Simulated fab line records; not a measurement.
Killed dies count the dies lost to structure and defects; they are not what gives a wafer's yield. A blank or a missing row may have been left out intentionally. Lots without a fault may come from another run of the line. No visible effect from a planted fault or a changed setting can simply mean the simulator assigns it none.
Chamber matching || flow n5_finfet || N5_BEOL_M12_VIA_ETCH_16 on rie_diel-01: 4 sister chambers
The step etches SiOC in C4F8/O2/Ar, target depth 724.8 nm. 22 wafers are shown with their chamber, then 11 later ones without.

== WAFERS, EACH WITH ITS CHAMBER ==
{"wafer": "L074.2", "chamber": 0, "drypump_motor_current_A (A)": 5.2, "throttle_valve_pct (%)": 24.08, "showerhead_plenum_p_Torr (Torr)": 3.35}
{"wafer": "L074.3", "chamber": 2, "drypump_motor_current_A (A)": 5.7, "throttle_valve_pct (%)": 23.80, "showerhead_plenum_p_Torr (Torr)": 3.33}
{"wafer": "L074.5", "chamber": 1, "drypump_motor_current_A (A)": 5.5, "throttle_valve_pct (%)": 24.66, "showerhead_plenum_p_Torr (Torr)": 3.37}
{"wafer": "L076.2", "chamber": 1, "drypump_motor_current_A (A)": 5.5, "throttle_valve_pct (%)": 24.67, "showerhead_plenum_p_Torr (Torr)": 3.37}
{"wafer": "L076.4", "chamber": 0, "drypump_motor_current_A (A)": 5.2, "throttle_valve_pct (%)": 24.08, "showerhead_plenum_p_Torr (Torr)": 3.34}
{"wafer": "L076.5", "chamber": 0, "drypump_motor_current_A (A)": 5.2, "throttle_valve_pct (%)": 24.11, "showerhead_plenum_p_Torr (Torr)": 3.34}
{"wafer": "L077.2", "chamber": 2, "drypump_motor_current_A (A)": 5.7, "throttle_valve_pct (%)": 23.81, "showerhead_plenum_p_Torr (Torr)": 3.33}
{"wafer": "L077.4", "chamber": 2, "drypump_motor_current_A (A)": 5.8, "throttle_valve_pct (%)": 23.78, "showerhead_plenum_p_Torr (Torr)": 3.33}
{"wafer": "L077.5", "chamber": 0, "drypump_motor_current_A (A)": 5.2, "throttle_valve_pct (%)": 24.08, "showerhead_plenum_p_Torr (Torr)": 3.34}
{"wafer": "L080.1", "chamber": 1, "drypump_motor_current_A (A)": 5.6, "throttle_valve_pct (%)": 24.36, "showerhead_plenum_p_Torr (Torr)": 3.37}
{"wafer": "L080.3", "chamber": 0, "drypump_motor_current_A (A)": 5.2, "throttle_valve_pct (%)": 24.10, "showerhead_plenum_p_Torr (Torr)": 3.34}
{"wafer": "L080.4", "chamber": 3, "drypump_motor_current_A (A)": 6.4, "throttle_valve_pct (%)": 24.08, "showerhead_plenum_p_Torr (Torr)": 3.36}
{"wafer": "L082.1", "chamber": 1, "drypump_motor_current_A (A)": 5.5, "throttle_valve_pct (%)": 24.38, "showerhead_plenum_p_Torr (Torr)": 3.36}
{"wafer": "L082.3", "chamber": 3, "drypump_motor_current_A (A)": 6.4, "throttle_valve_pct (%)": 24.09, "showerhead_plenum_p_Torr (Torr)": 3.35}
{"wafer": "L082.4", "chamber": 0, "drypump_motor_current_A (A)": 5.2, "throttle_valve_pct (%)": 24.09, "showerhead_plenum_p_Torr (Torr)": 3.33}
{"wafer": "L083.1", "chamber": 2, "drypump_motor_current_A (A)": 5.8, "throttle_valve_pct (%)": 23.82, "showerhead_plenum_p_Torr (Torr)": 3.32}
{"wafer": "L083.3", "chamber": 0, "drypump_motor_current_A (A)": 5.2, "throttle_valve_pct (%)": 24.12, "showerhead_plenum_p_Torr (Torr)": 3.33}
{"wafer": "L083.6", "chamber": 0, "drypump_motor_current_A (A)": 5.2, "throttle_valve_pct (%)": 24.10, "showerhead_plenum_p_Torr (Torr)": 3.33}
{"wafer": "L084.1", "chamber": 2, "drypump_motor_current_A (A)": 5.8, "throttle_valve_pct (%)": 23.84, "showerhead_plenum_p_Torr (Torr)": 3.32}
{"wafer": "L084.3", "chamber": 3, "drypump_motor_current_A (A)": 6.4, "throttle_valve_pct (%)": 24.10, "showerhead_plenum_p_Torr (Torr)": 3.35}
{"wafer": "L084.4", "chamber": 1, "drypump_motor_current_A (A)": 5.6, "throttle_valve_pct (%)": 24.39, "showerhead_plenum_p_Torr (Torr)": 3.36}
{"wafer": "L086.1", "chamber": 0, "drypump_motor_current_A (A)": 5.2, "throttle_valve_pct (%)": 24.12, "showerhead_plenum_p_Torr (Torr)": 3.33}

SIGNATURES, as means of the wafers listed above
{"reading": "drypump_motor_current_A", "chamber 0": 5.200, "chamber 1": 5.540, "chamber 2": 5.760, "chamber 3": 6.400, "scatter within a chamber": 0.0365}
{"reading": "throttle_valve_pct", "chamber 0": 24.0978, "chamber 1": 24.4920, "chamber 2": 23.8100, "chamber 3": 24.0900, "scatter within a chamber": 0.0762}
{"reading": "showerhead_plenum_p_Torr", "chamber 0": 3.3367, "chamber 1": 3.3660, "chamber 2": 3.3260, "chamber 3": 3.3533, "scatter within a chamber": 0.00627}
Rule: a wafer lies at a distance from a chamber equal to the root of the sum of squares, over the readings, of (its reading less the chamber's mean, divided by the reading's scatter). The wafer belongs to the nearest chamber; if the next one is less than 2 further off, it can't be placed. How the scatter is found: for the shown wafers, subtract from each reading the mean of its chamber, square and add these, divide the total by (wafers less chambers), then take the root.

== WAFERS WITHOUT THEIR CHAMBER ==
{"wafer": "L086.2", "drypump_motor_current_A (A)": 5.7, "throttle_valve_pct (%)": 23.85, "showerhead_plenum_p_Torr (Torr)": 3.31}
{"wafer": "L086.6", "drypump_motor_current_A (A)": 5.8, "throttle_valve_pct (%)": 23.84, "showerhead_plenum_p_Torr (Torr)": 3.31}
{"wafer": "L085.3", "drypump_motor_current_A (A)": 5.8, "throttle_valve_pct (%)": 23.83, "showerhead_plenum_p_Torr (Torr)": 3.31}
{"wafer": "L085.4", "drypump_motor_current_A (A)": 5.2, "throttle_valve_pct (%)": 24.11, "showerhead_plenum_p_Torr (Torr)": 3.33}
{"wafer": "L085.6", "drypump_motor_current_A (A)": 6.4, "throttle_valve_pct (%)": 24.11, "showerhead_plenum_p_Torr (Torr)": 3.35}
{"wafer": "L092.1", "drypump_motor_current_A (A)": 5.5, "throttle_valve_pct (%)": 24.41, "showerhead_plenum_p_Torr (Torr)": 3.35}
{"wafer": "L092.2", "drypump_motor_current_A (A)": 5.2, "throttle_valve_pct (%)": 24.13, "showerhead_plenum_p_Torr (Torr)": 3.32}
{"wafer": "L092.6", "drypump_motor_current_A (A)": 6.4, "throttle_valve_pct (%)": 24.14, "showerhead_plenum_p_Torr (Torr)": 3.34}
{"wafer": "L094.1", "drypump_motor_current_A (A)": 5.2, "throttle_valve_pct (%)": 24.14, "showerhead_plenum_p_Torr (Torr)": 3.32}
{"wafer": "L094.3", "drypump_motor_current_A (A)": 5.5, "throttle_valve_pct (%)": 24.40, "showerhead_plenum_p_Torr (Torr)": 3.35}
{"wafer": "L094.4", "drypump_motor_current_A (A)": 6.4, "throttle_valve_pct (%)": 24.13, "showerhead_plenum_p_Torr (Torr)": 3.34}

== EACH ONE'S CHAMBER ==
{"wafer": "L086.2", "from the rows above": 2, "in truth": 2}
{"wafer": "L086.6", "from the rows above": 2, "in truth": 2}
{"wafer": "L085.3", "from the rows above": 2, "in truth": 2}
{"wafer": "L085.4", "from the rows above": 0, "in truth": 0}
{"wafer": "L085.6", "from the rows above": 3, "in truth": 3}
{"wafer": "L092.1", "from the rows above": 1, "in truth": 1}
{"wafer": "L092.2", "from the rows above": 0, "in truth": 0}
{"wafer": "L092.6", "from the rows above": 3, "in truth": 3}
{"wafer": "L094.1", "from the rows above": 0, "in truth": 0}
{"wafer": "L094.3", "from the rows above": 1, "in truth": 1}
{"wafer": "L094.4", "from the rows above": 3, "in truth": 3}
Correctly placed: 11 of 11. Not placeable from these rows: 0. Number placed wrongly: 0.
